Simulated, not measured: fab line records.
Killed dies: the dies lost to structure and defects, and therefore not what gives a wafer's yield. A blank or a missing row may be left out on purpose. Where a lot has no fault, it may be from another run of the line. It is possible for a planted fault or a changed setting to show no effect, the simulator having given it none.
A lot that was struck, set against a sound lot    flow n5 finfet    16 out of 1938 route steps
Sound: the wafers L344.2, L344.5, L344.6. The struck wafers were L341.3, L341.5, L341.6. The cause is given at the end.
For every step that has rows: the tool of each side, followed by ch and its chambers, followed by its first start. Under that, the readings that differ: sound wafers    struck wafers    difference of the means    sigmas: that difference in standard deviations of wafers without a fault.
alike: a reading whose means differ by less than 2 such deviations, as well as words and numbers matching on both sides. not compared: withheld readings; readings where some wafer has no value; bounds like >300 that might hide an equal value; numbers whose values overlap and for which the record gives no deviation.
Wherever a step has rows on one side only, a row that says differs or no value, or a row with sigmas, the two part there. Non-overlapping numbers with no deviation appear without sigmas and do not part them. Lack of a reading on every wafer of one side parts them only where that side has two or more wafers.

first, 6 steps without rows for these wafers: N5_BEOL_M4_COAT_22 (resist thk 30 nm); N5_BEOL_M4_EBR_24; N5_BEOL_M4_SOFTBAKE_23 (time 60 s); N5_BEOL_M4_EXPOSE_25 (exposes mask V3, defocus 5 nm); N5_BEOL_M4_PEB_26 (peb time 60 s); N5_BEOL_M4_DEVELOP_27 (develop time 30 s).
N5_BEOL_M4_CD_MEAS_28: target cd 26.2 nm, target cd y 24.1 nm.
  sound on cd sem-02 ch 0, day 9 20:08; struck on cd sem-03 ch 0, day 8 21:20
  alike: cd nm
N5_BEOL_M4_OVL_MEAS_29:
  sound on overlay-01 ch 0, day 9 20:10; struck on overlay-01 ch 0, day 8 21:23
  alike: V3_OVL
N5_BEOL_M4_INSPECT_30: inspects for defects (brightfield).
  sound on defect inspect-02, day 9 20:13; struck on defect inspect-01, day 8 21:26
  alike: raw defect count
N5_BEOL_M4_DESCUM_33: chemistry O2, time 7 s.
  sound on rie diel-06 ch 0,1,2, day 9 20:16; struck on rie diel-05 ch 0,2,3, day 8 21:28
  alike: drypump motor current A, oes product au, rf vpp V, showerhead plenum p Torr, throttle valve pct
  not compared: rf hours counter h
N5_BEOL_M4_ETCH_77: etches underlayer in N2/H2, target depth 6.5 nm, time 5.2 s.
  sound on rie diel-06 ch 0,1,2, day 9 20:17; struck on rie diel-05 ch 0,2,3, day 8 21:30
  alike: drypump motor current A, etch rf on time s, oes product au, rf vpp V, showerhead plenum p Torr, throttle valve pct
  not compared: rf hours counter h
N5_BEOL_M4_ETCH_69: etches SiARC in CF4, target depth 15.6 nm, time 26 s.
  sound on rie diel-06 ch 0,1,2, day 9 20:19; struck on rie diel-05 ch 0,2,3, day 8 21:31
  alike: drypump motor current A, etch rf on time s, oes product au, rf vpp V, showerhead plenum p Torr, throttle valve pct
  not compared: rf hours counter h
N5_BEOL_M4_ALD_98: deposits SiO2, target thk 2.5 nm, pulse time 1 s, co reactant pulse time 1 s.
  sound on ald sin-01 ch 1,2, day 9 20:23; struck on ald sin-04 ch 0,2, day 8 21:47
reading                                   sound        struck    difference  sigmas
ald cycles                                17 17 17     13 13 13  -4          
model.SiO2_of_BEOL_M4_ALD_98.thk nm (nm)  2.4 2.4 2.4  2 2 2     +0          
  alike: heater power w, precursor pulse height rel
N5_BEOL_M4_ETCHBACK_99: etches SiO2 in CHF3, target depth 5 nm, time 10.4 s.
  sound on rie diel-05 ch 0,1, day 10 01:49; struck on rie diel-02 ch 0,3, day 8 23:40
reading       sound        struck       difference  sigmas
rf vpp V (V)  244 247 245  228 237 230  -14         -3
  alike: drypump motor current A, oes product au, showerhead plenum p Torr, throttle valve pct
  not compared: rf hours counter h
N5_BEOL_M4_RC_MEAS_101:
  sound on prober-01 ch 0, day 10 06:46; struck on prober-02 ch 0, day 9 04:44
reading        sound           struck          difference  sigmas
SS_N (mV/dec)  70.5 70.7 71.5  72.7 72.2 71.7  +1.3        +2
  alike: DIBL_N, DIBL_P, IOFF_N, IOFF_P, ION_N, ION_P, SS_P, VT_N, VT_P
-- a jump in the record: the struck wafers' starts before and after are 5 days apart (it breaks off in module BEOL_M4 and resumes in module PASSIVATION, where the first step shown is number 1936 of the route) --
N5_PASSIVATION_PROBE_49:
  only the struck wafers here have rows in the record (prober-02, day 13 18:05); the sound ones have none

== WHERE THEY PART ==
At N5_BEOL_M4_ETCHBACK_99 first; at N5_PASSIVATION_PROBE_49 last (within this record only).

WHY: what the simulator had put in
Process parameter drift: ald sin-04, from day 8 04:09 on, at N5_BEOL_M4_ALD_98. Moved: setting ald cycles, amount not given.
